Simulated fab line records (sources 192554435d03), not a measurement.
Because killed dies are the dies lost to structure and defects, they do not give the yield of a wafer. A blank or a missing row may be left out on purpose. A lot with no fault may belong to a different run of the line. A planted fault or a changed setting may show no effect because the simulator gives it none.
Which of the tools did it? -- flow n5-finfet -- 72 wafers sampled from 24 lots at 1 step of a route of 1938

== WHAT EACH GAUGE READ, for each wafer ==
N5_MOL_CONTACT_COAG_INSPECT_97: inspects for defects (darkfield). Usual: raw-defect-count reads 41 (standard deviation 16).
lot,measured,on,raw-defect-count,flag
L074,day 5 12:05,defect-inspect-01,56 51 52,
L075,day 5 17:47,defect-inspect-01,33 23 43,
L076,day 6 00:43,defect-inspect-01,43 49 61,
L077,day 6 03:43,defect-inspect-01,52 23 42,
L078,day 6 06:43,defect-inspect-02,9 29 17,
L079,day 6 16:00,defect-inspect-01,34 51 42,
L080,day 6 19:53,defect-inspect-01,41 36 29,
L081,day 7 07:07,defect-inspect-02,59 40 82,
L082,day 7 12:55,defect-inspect-02,18 29 25,
L083,day 7 20:58,defect-inspect-02,31 49 39,
L084,day 7 23:58,defect-inspect-01,36 97 38,
L085,day 8 04:25,defect-inspect-01,46 39 35,
L086,day 8 12:19,defect-inspect-02,29 65 60,
L087,day 8 15:29,defect-inspect-01,42 53 27,
L088,day 8 19:54,defect-inspect-02,35 55 52,
L089,day 9 08:57,defect-inspect-01,51 30 31,
L090,day 9 11:57,defect-inspect-01,27 17 60,
L091,day 9 14:58,defect-inspect-02,58 41 59,
L092,day 9 23:14,defect-inspect-02,46 72 90,
L093,day 10 06:10,defect-inspect-02,31 33 58,
L094,day 10 09:10,defect-inspect-02,61 41 50,
L095,day 10 12:33,defect-inspect-02,49 36 34,
L096,day 10 22:58,defect-inspect-02,28 58 30,
L097,day 11 02:04,defect-inspect-01,49 55 55,

== TOOL THAT RAN EACH LOT (tool first, then ch and the chambers of the sampled wafers, then the start) ==
No process step before these readings appears in the record.

== AS READ BY THE TOOLS THEMSELVES (means over the sampled wafers that have a number; for cases with no such wafer, the mark the record gives instead) ==
The record holds no such reading with a usual standard deviation.

== THE ANSWER, worked out from the rows above alone ==
Rule: a lot counts as off when the mean over its wafers that have a number is more than 3 standard deviations away from the usual mean. A lot without any number at a reading at which 4 lots or more have one is off too. Where the step has rows for the other lots, those lots are counted as sound. First the gauges in route order, then the tools' own readings, where a lot's mean is used as printed above. At the first step where some lot is off, the reading lying furthest off is the one used; lots without a number count as furthest.
Nothing can be told from this: no lot is off at any reading shown.

== WHAT WAS PUT IN BY THE SIMULATOR ==
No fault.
